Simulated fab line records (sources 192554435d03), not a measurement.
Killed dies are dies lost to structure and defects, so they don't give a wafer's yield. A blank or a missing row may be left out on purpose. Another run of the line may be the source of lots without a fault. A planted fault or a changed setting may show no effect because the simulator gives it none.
Split-lot trial | flow n5_finfet | 7 lots, 21 wafers read, on a route of 1938 steps

== ON THE SPLIT ==
At N5_MOL_CONTACT_COAG_EXPOSE_81 (exposes mask VG, defocus 0 nm), the setting dose_mj was moved away from the recipe's 59.5 on 3 of the 21 wafers read, by -6.4% to -2.5%. All remaining wafers had this setting at the recipe value.

== FROM THE SPLIT TO THE READING: what the file shows between them, 2 steps ==
- N5_MOL_CONTACT_COAG_PEB_82: peb time 60 s
- N5_MOL_CONTACT_COAG_DEVELOP_83: develop time 30 s

== THE READING ==
Shown in nm: cd_nm at N5_MOL_CONTACT_COAG_CD_MEAS_84, with target cd 25.1 nm. Typical for fault-free wafers on this fab line: 24.97 nm, with standard deviation 0.24 nm.

wafer  | tool, chamber at the split | dose_mj as run | against the recipe | cd_nm, nm | against lot-mates on the recipe
L074.2 | euv_scanner-02, 0          | 59.5           | recipe             | 24.88     | -
L074.4 | euv_scanner-02, 0          | 59.5           | recipe             | 24.89     | -
L074.6 | euv_scanner-02, 0          | 59.5           | recipe             | 25.26     | -
L077.1 | euv_scanner-01, 0          | 59.5           | recipe             | 25.11     | -
L077.2 | euv_scanner-01, 0          | 59.5           | recipe             | 25.07     | -
L077.4 | euv_scanner-01, 0          | 59.5           | recipe             | 25.06     | -
L078.2 | euv_scanner-01, 0          | 59.5           | recipe             | 24.72     | -
L078.3 | euv_scanner-01, 0          | 59.5           | recipe             | 24.95     | -
L078.6 | euv_scanner-01, 0          | 59.5           | recipe             | 25.11     | -
L087.1 | euv_scanner-02, 0          | 59.5           | recipe             | 24.59     | -
L087.2 | euv_scanner-02, 0          | 59.5           | recipe             | 24.93     | -
L087.6 | euv_scanner-02, 0          | 59.5           | recipe             | 25.00     | -
L089.4 | euv_scanner-01, 0          | 59.5           | recipe             | 24.90     | -
L089.5 | euv_scanner-01, 0          | 57.51          | -3.3%              | 24.10     | -0.82
L089.6 | euv_scanner-01, 0          | 59.5           | recipe             | 24.95     | -
L090.1 | euv_scanner-02, 0          | 59.5           | recipe             | 25.49     | -
L090.4 | euv_scanner-02, 0          | 55.69          | -6.4%              | 23.44     | -1.82
L090.6 | euv_scanner-02, 0          | 59.5           | recipe             | 25.03     | -
L091.2 | euv_scanner-01, 0          | 58.04          | -2.5%              | 24.34     | -0.66
L091.5 | euv_scanner-01, 0          | 59.5           | recipe             | 25.26     | -
L091.6 | euv_scanner-01, 0          | 59.5           | recipe             | 24.74     | -

FIT RESULTS
A straight line over all 21 wafers: cd_nm changes by +0.25 nm for each +1% of dose_mj; r = +0.90; the points scatter about the line by 0.2 nm.
The same after taking each lot's own level away (the mean of its wafers on the recipe; 21 wafers): +0.276 nm for each +1%; r = +0.94; scatter 0.17 nm.
That fit puts the effect of the largest move of dose_mj on the reading at 1.8 nm.
The span of the lots' own levels, 24.840 to 25.260 nm, comes to 1.7 times the standard deviation stated above.
So the lot-to-lot level changes the slope little: the two slopes agree.
Check: for one of the wafers moved furthest among these (-6.4%), held out of the fit, the line's prediction against its lot-mates is -1.63 nm. It came out at -1.82 nm against them.

== FURTHER SPLITS ON THESE WAFERS ==
Note: prior to the reading, these wafers also went through further splits. Each is held against what the fit with the lots' levels taken away leaves over:
other split on the same wafers        | wafers away from the commonest value | r with cd_nm (lot level and that fit taken away)
N5_HKMG_FIN_DEVELOP_11 develop_time_s | 7                                    | -0.02
N5_GATE_CUT_CUT_ETCH_53 icp_w         | 9                                    | -0.04
N5_MOL_CONTACT_COAG_ALD_27 ald_cycles | 10                                   | -0.12

== THE FILE'S OWN FIT ==
cd_nm changes by +0.275 nm for each +1% of dose_mj, r = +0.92.
